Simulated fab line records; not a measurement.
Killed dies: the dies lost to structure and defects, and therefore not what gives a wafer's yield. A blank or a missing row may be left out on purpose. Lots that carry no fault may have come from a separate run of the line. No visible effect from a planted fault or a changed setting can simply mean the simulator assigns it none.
Chamber matching + flow nand harc + NHARC_A_STAIRCASE_ALD_415 on ald hk-02: 4 sister chambers
The step deposits SiO2, target thk 30 nm, pulse time 6 s, ald cycles 300. 8 wafers are shown with their chamber, then 8 later ones without.

== WAFERS PAIRED WITH THEIR CHAMBERS ==
| wafer  | chamber | heater power w (W) | precursor pulse height rel |
|--------|---------|--------------------|----------------------------|
| L076.2 | 3       | 439                | 0.995                      |
| L081.1 | 0       | 566                | 0.995                      |
| L085.1 | 0       | 600                | 0.998                      |
| L085.2 | 1       | 498                | 1.021                      |
| L085.6 | 3       | 436                | 1.015                      |
| L090.2 | 1       | 496                | 1.003                      |
| L090.6 | 2       | 400                | 1.022                      |
| L093.1 | 2       | 390                | 1.017                      |

== WAFERS MISSING THEIR CHAMBER ==
| wafer  | heater power w (W) | precursor pulse height rel |
|--------|--------------------|----------------------------|
| L093.2 | 570                | 1.000                      |
| L093.4 | 499                | 1.013                      |
| L096.2 | 441                | 1.004                      |
| L096.3 | 399                | 1.009                      |
| L096.5 | 402                | 0.995                      |
| L097.3 | 520                | 0.987                      |
| L097.5 | 491                | 0.966                      |
| L097.6 | 567                | 1.026                      |

== WHICH CHAMBER EACH WENT THROUGH ==
| wafer  | from the rows above     | in truth |
|--------|-------------------------|----------|
| L093.2 | 0                       | 0        |
| L093.4 | 1                       | 1        |
| L096.2 | 3                       | 3        |
| L096.3 | can't be placed: 2 or 3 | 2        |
| L096.5 | can't be placed: 2 or 3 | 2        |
| L097.3 | can't be placed: 1 or 0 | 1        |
| L097.5 | can't be placed: 1 or 3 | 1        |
| L097.6 | 0                       | 0        |
Correctly placed: 4 of 8. Cannot be placed on the basis of these rows: 4; the candidates contain the true chamber in 4. Wrongly placed: 0.
How it was worked out, from the rows above alone: a wafer's distance from a chamber is the root of the sum, over the readings, of the square of ((its reading less the chamber's mean) divided by the reading's scatter). If the next closest chamber is less than 2 further off than the closest, the wafer can't be placed; otherwise it belongs to the closest. The mean given for a chamber averages the wafers shown for that chamber. The scatter is the square root of a quotient: the sum, over the shown wafers, of each reading's squared deviation from its chamber's mean, divided by wafers minus chambers.
